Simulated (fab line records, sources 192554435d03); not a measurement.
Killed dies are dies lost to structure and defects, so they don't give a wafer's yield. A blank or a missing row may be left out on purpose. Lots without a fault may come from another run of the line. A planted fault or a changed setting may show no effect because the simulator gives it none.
Split-lot experiment | flow n5_finfet | 7 lots, 21 wafers read, on a route of 1938 steps

THE SPLIT
At N5_BEOL_M7_EXPOSE_25 (exposes mask V6, target cd 40 nm), the setting dose_mj was moved away from the recipe's 42.5 on 5 of the 21 wafers read, by +2.0% to +6.8%. The other wafers ran this setting at the recipe's value.

FROM THE SPLIT TO THE READING: what the file shows between them, 2 steps
- N5_BEOL_M7_PEB_26: peb time 60 s
- N5_BEOL_M7_DEVELOP_27: develop time 30 s

THE READING
cd_nm, in nm, at N5_BEOL_M7_CD_MEAS_28 (target cd 40 nm). Fault-free wafers of this fab line usually give 40.03 nm, standard deviation 0.24 nm.

wafer  | tool, chamber at the split | dose_mj as run | against the recipe | cd_nm, nm | against lot-mates on the recipe
L078.1 | euv_scanner-02, 0          | 45.12          | +6.2%              | 41.21     | +1.09
L078.2 | euv_scanner-02, 0          | 45.12          | +6.2%              | 40.99     | +0.87
L078.4 | euv_scanner-02, 0          | 42.5           | recipe             | 40.12     | -
L082.1 | euv_scanner-02, 0          | 42.5           | recipe             | 40.09     | -
L082.2 | euv_scanner-02, 0          | 42.5           | recipe             | 40.25     | -
L082.5 | euv_scanner-02, 0          | 45.39          | +6.8%              | 41.19     | +1.02
L084.2 | euv_scanner-02, 0          | 42.5           | recipe             | 40.35     | -
L084.3 | euv_scanner-02, 0          | 42.5           | recipe             | 39.90     | -
L084.6 | euv_scanner-02, 0          | 42.5           | recipe             | 39.85     | -
L089.2 | euv_scanner-02, 0          | 42.5           | recipe             | 39.77     | -
L089.4 | euv_scanner-02, 0          | 42.5           | recipe             | 39.97     | -
L089.6 | euv_scanner-02, 0          | 42.5           | recipe             | 39.68     | -
L091.3 | euv_scanner-02, 0          | 42.5           | recipe             | 40.11     | -
L091.5 | euv_scanner-02, 0          | 43.36          | +2.0%              | 40.63     | +0.55
L091.6 | euv_scanner-02, 0          | 42.5           | recipe             | 40.06     | -
L094.1 | euv_scanner-02, 0          | 42.5           | recipe             | 39.86     | -
L094.4 | euv_scanner-02, 0          | 42.5           | recipe             | 40.19     | -
L094.5 | euv_scanner-02, 0          | 42.5           | recipe             | 40.27     | -
L095.3 | euv_scanner-02, 0          | 42.5           | recipe             | 39.87     | -
L095.4 | euv_scanner-02, 0          | 42.5           | recipe             | 39.79     | -
L095.5 | euv_scanner-02, 0          | 43.88          | +3.2%              | 40.66     | +0.83

THE FIT
A straight line over all 21 wafers: cd_nm changes by +0.18 nm for each +1% of dose_mj; r = +0.91; the points scatter about the line by 0.19 nm.
The same after taking each lot's own level away (the mean of its wafers on the recipe; 21 wafers): +0.164 nm for each +1%; r = +0.93; scatter 0.16 nm.
On that fit, the largest move of dose_mj shifts the reading by 1.1 nm.
The lots' own levels span 39.807 to 40.170 nm, that is 1.5 times the standard deviation above.
So the lot-to-lot level changes the slope little: the two slopes agree.
Check: with one of the wafers moved furthest among these (+6.8%) left out of the fit, the line predicts +1.19 nm for it against its lot-mates. It came out at +1.02 nm against them.

OTHER SPLITS ON THESE WAFERS
These wafers also went through other splits before the reading. Each is held against what the fit with the lots' levels taken away leaves over:
other split on the same wafers   | wafers away from the commonest value | r with cd_nm (lot level and that fit taken away)
N5_BEOL_M2_TRENCH_ETCH_37 time_s | 5                                    | +0.04
N5_BEOL_M4_COAT_05 spin_rpm      | 5                                    | +0.03
N5_BEOL_M4_EXPOSE_08 dose_mj     | 8                                    | +0.16
N5_BEOL_M4_ETCH_70 bias_w        | 7                                    | +0.02

THE FILE'S OWN FIT
cd_nm changes by +0.169 nm for each +1% of dose_mj, r = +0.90.
